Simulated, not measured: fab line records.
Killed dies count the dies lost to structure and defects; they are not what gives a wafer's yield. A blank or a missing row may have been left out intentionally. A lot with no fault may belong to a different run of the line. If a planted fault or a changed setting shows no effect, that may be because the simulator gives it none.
Chamber matching / flow nandHarc / 4 sister chambers for NHARC_A_WL_FILL_ALD_10 on aldHk-02
The step deposits SiO2, target thk 50 nm, pulse time 10 s, ald cycles 500. 22 wafers are shown with their chamber, then 11 later ones without.

## WAFERS PAIRED WITH THEIR CHAMBERS
wafer=L077.1; chamber=0; heaterPowerW (W)=495; precursorPulseHeightRel=0.992
wafer=L077.4; chamber=1; heaterPowerW (W)=429; precursorPulseHeightRel=0.975
wafer=L077.2; chamber=3; heaterPowerW (W)=409; precursorPulseHeightRel=1.027
wafer=L077.3; chamber=2; heaterPowerW (W)=495; precursorPulseHeightRel=0.976
wafer=L077.5; chamber=0; heaterPowerW (W)=495; precursorPulseHeightRel=0.966
wafer=L077.6; chamber=1; heaterPowerW (W)=433; precursorPulseHeightRel=0.988
wafer=L078.2; chamber=1; heaterPowerW (W)=427; precursorPulseHeightRel=0.991
wafer=L078.4; chamber=0; heaterPowerW (W)=494; precursorPulseHeightRel=1.017
wafer=L078.5; chamber=3; heaterPowerW (W)=403; precursorPulseHeightRel=1.034
wafer=L083.1; chamber=3; heaterPowerW (W)=406; precursorPulseHeightRel=1.046
wafer=L083.5; chamber=2; heaterPowerW (W)=495; precursorPulseHeightRel=0.965
wafer=L083.6; chamber=1; heaterPowerW (W)=425; precursorPulseHeightRel=1.002
wafer=L087.3; chamber=3; heaterPowerW (W)=403; precursorPulseHeightRel=1.031
wafer=L087.5; chamber=0; heaterPowerW (W)=495; precursorPulseHeightRel=0.965
wafer=L087.6; chamber=1; heaterPowerW (W)=422; precursorPulseHeightRel=1.037
wafer=L088.2; chamber=0; heaterPowerW (W)=496; precursorPulseHeightRel=0.996
wafer=L088.3; chamber=1; heaterPowerW (W)=433; precursorPulseHeightRel=0.946
wafer=L088.1; chamber=2; heaterPowerW (W)=505; precursorPulseHeightRel=1.021
wafer=L088.4; chamber=3; heaterPowerW (W)=405; precursorPulseHeightRel=0.979
wafer=L088.5; chamber=1; heaterPowerW (W)=429; precursorPulseHeightRel=1.006
wafer=L088.6; chamber=0; heaterPowerW (W)=503; precursorPulseHeightRel=0.998
wafer=L093.2; chamber=2; heaterPowerW (W)=501; precursorPulseHeightRel=0.988

SIGNATURES, as means of the wafers listed above
reading=heaterPowerW; chamber 0=496.33; chamber 1=428.29; chamber 2=499.00; chamber 3=405.20; scatter within a chamber=3.72
reading=precursorPulseHeightRel; chamber 0=0.98900; chamber 1=0.99214; chamber 2=0.98750; chamber 3=1.02340; scatter within a chamber=0.0249
Rule: a wafer lies at a distance from a chamber equal to the root of the sum of squares, over the readings, of (its reading less the chamber's mean, divided by the reading's scatter). The wafer belongs to the nearest chamber; if the next one is less than 2 further off, it can't be placed. The scatter is the square root of a quotient: the sum, over the shown wafers, of each reading's squared deviation from its chamber's mean, divided by wafers minus chambers.

## WAFERS WHOSE CHAMBER IS MISSING
wafer=L093.4; heaterPowerW (W)=411; precursorPulseHeightRel=1.005
wafer=L093.5; heaterPowerW (W)=499; precursorPulseHeightRel=1.009
wafer=L093.1; heaterPowerW (W)=486; precursorPulseHeightRel=0.977
wafer=L093.3; heaterPowerW (W)=439; precursorPulseHeightRel=1.007
wafer=L093.6; heaterPowerW (W)=418; precursorPulseHeightRel=0.976
wafer=L096.1; heaterPowerW (W)=500; precursorPulseHeightRel=0.994
wafer=L096.5; heaterPowerW (W)=426; precursorPulseHeightRel=1.006
wafer=L096.6; heaterPowerW (W)=497; precursorPulseHeightRel=1.000
wafer=L097.1; heaterPowerW (W)=415; precursorPulseHeightRel=1.024
wafer=L097.2; heaterPowerW (W)=424; precursorPulseHeightRel=1.010
wafer=L097.3; heaterPowerW (W)=504; precursorPulseHeightRel=0.989

## WHICH CHAMBER EACH ONE RAN IN
wafer=L093.4; from the rows above=3; in truth=3
wafer=L093.5; from the rows above=can't be placed: 2 or 0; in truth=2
wafer=L093.1; from the rows above=can't be placed: 0 or 2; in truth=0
wafer=L093.3; from the rows above=1; in truth=1
wafer=L093.6; from the rows above=can't be placed: 1 or 3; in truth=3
wafer=L096.1; from the rows above=can't be placed: 2 or 0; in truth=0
wafer=L096.5; from the rows above=1; in truth=1
wafer=L096.6; from the rows above=can't be placed: 0 or 2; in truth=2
wafer=L097.1; from the rows above=can't be placed: 3 or 1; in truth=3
wafer=L097.2; from the rows above=1; in truth=1
wafer=L097.3; from the rows above=can't be placed: 2 or 0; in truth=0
4 of 11 placed correctly. Not placeable from these rows: 7 (in 7, the candidates include the true chamber). Number placed wrongly: 0.
